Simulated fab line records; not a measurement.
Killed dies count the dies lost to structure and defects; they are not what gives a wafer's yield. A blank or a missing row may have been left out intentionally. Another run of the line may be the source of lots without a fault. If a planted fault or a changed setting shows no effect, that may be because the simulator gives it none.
A lot that was struck, set against a sound lot || flow n5Finfet || 38 steps out of a route of 1938
Sound: wafers L822.1, L822.3, L822.4. Struck: wafer L835.2. (L835.3, L835.4 of the same lot were not struck and are left out.) The cause comes at the end.
Per side, at each step with rows, come the tool, then ch with its chambers, and then its first start. Under that, the readings that differ: sound wafers || struck wafers || difference of the means || sigmas: that difference in standard deviations of wafers without a fault.
alike: same words and numbers on both sides, and readings whose means sit less than 2 such deviations apart. not compared: any withheld reading, any reading some wafer has no value for, any bound like >300 that may hide the same value, and any number with overlapping values for which the record gives no deviation.
Wherever a step has rows on one side only, a row that says differs or no value, or a row with sigmas, the two part there. Numbers that have no deviation but don't overlap get no sigmas and don't part them. Lack of a reading on every wafer of one side parts them only where that side has two or more wafers.

first, 9 steps without rows for these wafers: N5_BEOL_M0_ANNEAL_135 (time 60 s); N5_BEOL_M0_SPUTTER_141 (material Cu, target thk 4 nm, time 7.37 s); N5_BEOL_M0_ECD_118 (material Cu, target thk 300 nm); N5_BEOL_M0_ANNEAL_119 (time 90 s); N5_BEOL_M0_CMP_120 (polishes, stops on SiOC, t overpolish 6.9 s); N5_BEOL_M0_PRE_CLEAN_131 (time 15 s); N5_BEOL_M0_CO_CAP_123 (material Co, precursor CCTBA/H2, target thk 2 nm, time 102.1 s); N5_BEOL_M0_PRE_CLEAN_124 (time 15 s); N5_BEOL_M0_DEP_125 (deposits SiCN from 3MS/NH3, target thk 8 nm, time 14 s).
N5_BEOL_M1_ILD_DEP_00: deposits SiOC from DEMS/O2, target thk 79 nm, time 15.3 s.
  sound on pecvd-03 ch 0,1,2, day 7 00:47; struck on pecvd-03 ch 1, day 10 05:48
{"reading": "model.SiOC_of_BEOL_M1_ILD_DEP_00.thkNm (nm)", "sound": "79.8 78.2 79.8", "struck": 56.4, "difference": -22.9, "sigmas": ""}
  alike: heaterPowerW, showerheadPlenumPTorr, throttleValvePct
N5_BEOL_M1_THK_MEAS_01:
  sound: filmMetro-02 at day 7 00:52; struck: filmMetro-01 at day 10 05:53
{"reading": "M1_ILD_THK (nm)", "sound": "79.8 78.1 79.7", "struck": 56.5, "difference": -22.7, "sigmas": -17}
then, 24 steps without rows for these wafers: N5_BEOL_M1_PECVD_72 (deposits SiO2 from TEOS/O2, target thk 16 nm, time 18 s); N5_BEOL_M1_HM_DEP_02 (deposits TiN, target thk 20 nm); N5_BEOL_M1_COAT_61 (time 60 s, resist thk 60 nm); N5_BEOL_M1_COAT_62 (time 60 s, resist thk 12 nm); N5_BEOL_M1_COAT_73 (time 60 s, resist thk 5 nm); N5_BEOL_M1_COAT_05 (resist thk 30 nm); N5_BEOL_M1_EBR_07; N5_BEOL_M1_SOFTBAKE_06 (time 60 s); N5_BEOL_M1_EXPOSE_08 (exposes mask M1); N5_BEOL_M1_PEB_09 (peb time 60 s); N5_BEOL_M1_DEVELOP_10 (develop time 30 s); N5_BEOL_M1_DESCUM_16 (chemistry O2, time 7 s); N5_BEOL_M1_ETCH_74 (etches underlayer in N2/H2, target depth 6.5 nm, time 5.2 s); N5_BEOL_M1_ETCH_63 (etches SiARC in CF4, target depth 15.6 nm, time 26 s); N5_BEOL_M1_ETCH_64 (etches SOC in N2/H2, target depth 75 nm, overetch 15 nm, time 112.5 s); N5_BEOL_M1_STRIP_65 (strips in N2/H2); N5_BEOL_M1_STRIP_75 (strips in N2/H2); N5_BEOL_M1_STRIP_66 (strips in CF4); N5_BEOL_M1_HM_OPEN_17 (chemistry Cl2/BCl3, target TiN, target depth 20 nm, overetch 6 nm); N5_BEOL_M1_STRIP_19 (strips in O2); N5_BEOL_M1_COAT_67 (time 60 s, resist thk 60 nm); N5_BEOL_M1_COAT_68 (time 60 s, resist thk 12 nm); N5_BEOL_M1_COAT_76 (time 60 s, resist thk 5 nm); N5_BEOL_M1_COAT_22 (resist thk 30 nm).
N5_BEOL_M1_CMP_52: polishes, stops on SiOC, t overpolish 6.8 s, target thk 40 nm.
  sound on cmp-03 ch 1,2,3, day 7 08:08; struck on cmp-04 ch 0, day 10 13:53
{"reading": "model.SiOC_of_BEOL_M1_ILD_DEP_00.thkNm (nm)", "sound": "78.8 77.2 78.8", "struck": 55.4, "difference": -22.9, "sigmas": ""}
{"reading": "model.Cu_of_BEOL_M1_ECD_50.thkNm (nm)", "sound": "39.8 38.2 42", "struck": 16.6, "difference": -23.4, "sigmas": ""}
  alike: motorCurrentA
N5_BEOL_M4_RC_MEAS_101:
  sound on prober-02 ch 0, day 8 10:29; struck on prober-01 ch 0, day 12 05:44
{"reading": "DIBL_N (mV/V)", "sound": "38.9 39.1 42.0", "struck": 34.8, "difference": -5.2, "sigmas": -2}
{"reading": "IOFF_N (nA/um)", "sound": "0.19 0.19 0.25", "struck": 0.11, "difference": -0.10, "sigmas": -2}
{"reading": "IOFF_P (nA/um)", "sound": "0.28 0.26 0.32", "struck": 0.17, "difference": -0.12, "sigmas": -3}
{"reading": "ION_P (uA/um)", "sound": "481 464 466", "struck": 453, "difference": -17, "sigmas": -2}
{"reading": "VT_N (mV)", "sound": "244 248 249", "struck": 257, "difference": "+10", "sigmas": "+2"}
{"reading": "VT_P (mV)", "sound": "-245 -244 -244", "struck": -254, "difference": -10, "sigmas": -3}
  alike: DIBL_P, ION_N, SS_N, SS_P
-- the record jumps here: 4 days lie between the struck wafers' starts before and after (it left off in module BEOL_M4 and takes up again in module PASSIVATION, whose first step shown is number 1936 of the route) --
N5_PASSIVATION_PROBE_49:
  sound: prober-02 at day 12 22:44; struck: prober-02 at day 16 02:27
{"reading": "defectLimitedYield (%)", "sound": "88.9 90.8 89.0", "struck": 60.8, "difference": -28.8, "sigmas": -21}
{"reading": "killed_at_M0_to_M3", "sound": "62 40 64", "struck": 398, "difference": "+343", "sigmas": "+31"}
{"reading": "killedDies", "sound": "131 109 130", "struck": 462, "difference": "+339", "sigmas": "+20"}
{"reading": "killedOnRim", "sound": "17 11 16", "struck": 70, "difference": "+55", "sigmas": "+14"}
{"reading": "sort_bin_8_speed (%)", "sound": "0 0 0", "struck": 24.7, "difference": "+24.7", "sigmas": "+50"}
{"reading": "sortNPass", "sound": "1049 1071 1050", "struck": 718, "difference": -339, "sigmas": -19}
  alike: killed_at_M4_up, killedAtContacts, killedAtFrontEnd, killedAtOther, killedOpen, killedShort, sort_bin_5_function, sort_bin_6_memory

== WHERE THEY PART ==
Last at N5_PASSIVATION_PROBE_49 as far as this record goes, first at N5_BEOL_M1_THK_MEAS_01.

WHY: what had been put in by the simulator
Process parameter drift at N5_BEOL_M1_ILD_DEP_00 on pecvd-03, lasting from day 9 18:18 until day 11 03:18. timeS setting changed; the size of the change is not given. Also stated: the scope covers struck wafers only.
